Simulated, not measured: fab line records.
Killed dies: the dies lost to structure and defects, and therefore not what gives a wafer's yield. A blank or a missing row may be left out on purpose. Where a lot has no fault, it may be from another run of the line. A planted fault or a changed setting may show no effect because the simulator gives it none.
Matching of chambers	flow nand harc	NHARC_A_BLC_DESCUM_15 on rie diel-07 has 4 sister chambers
The step chemistry O2, time 3 s. 8 wafers are shown with their chamber, then 10 later ones without.

WAFERS, EACH WITH ITS CHAMBER
wafer	chamber	drypump motor current A (A)	oes product au (a.u.)
L082.6	1	6.2	0.988
L084.1	1	6.1	0.978
L085.1	2	5.8	1.005
L085.3	0	6.2	0.993
L087.1	0	6.2	1.003
L087.6	3	5.6	1.017
L088.1	2	5.8	0.995
L088.2	3	5.6	1.005

WAFERS MISSING THEIR CHAMBER
wafer	drypump motor current A (A)	oes product au (a.u.)
L088.4	6.2	0.983
L089.2	6.2	1.015
L089.3	5.8	0.989
L089.5	6.2	1.005
L091.2	5.8	0.994
L091.4	6.2	0.993
L091.5	6.1	0.987
L094.1	6.2	1.014
L094.3	6.2	0.990
L094.5	5.5	1.025

THE CHAMBER EACH PASSED THROUGH
wafer	from the rows above	in truth
L088.4	can't be placed: 1 or 0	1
L089.2	0	0
L089.3	2	2
L089.5	0	0
L091.2	2	2
L091.4	can't be placed: 0 or 1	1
L091.5	can't be placed: 1 or 0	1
L094.1	0	0
L094.3	can't be placed: 0 or 1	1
L094.5	3	3
Correct placement for 6 of the 10. Not placeable from these rows: 4 (in 4, the candidates include the true chamber). 0 placed wrongly.
How it was worked out, from the rows above alone: a wafer's distance from a chamber is the root of the sum, over the readings, of the square of ((its reading less the chamber's mean) divided by the reading's scatter). If the next closest chamber is less than 2 further off than the closest, the wafer can't be placed; otherwise it belongs to the closest. For every chamber, the mean is computed from those of its wafers that are shown. The scatter: take each reading less its chamber's mean, square it, sum over the shown wafers, divide by the number of wafers less the number of chambers, and take the root.
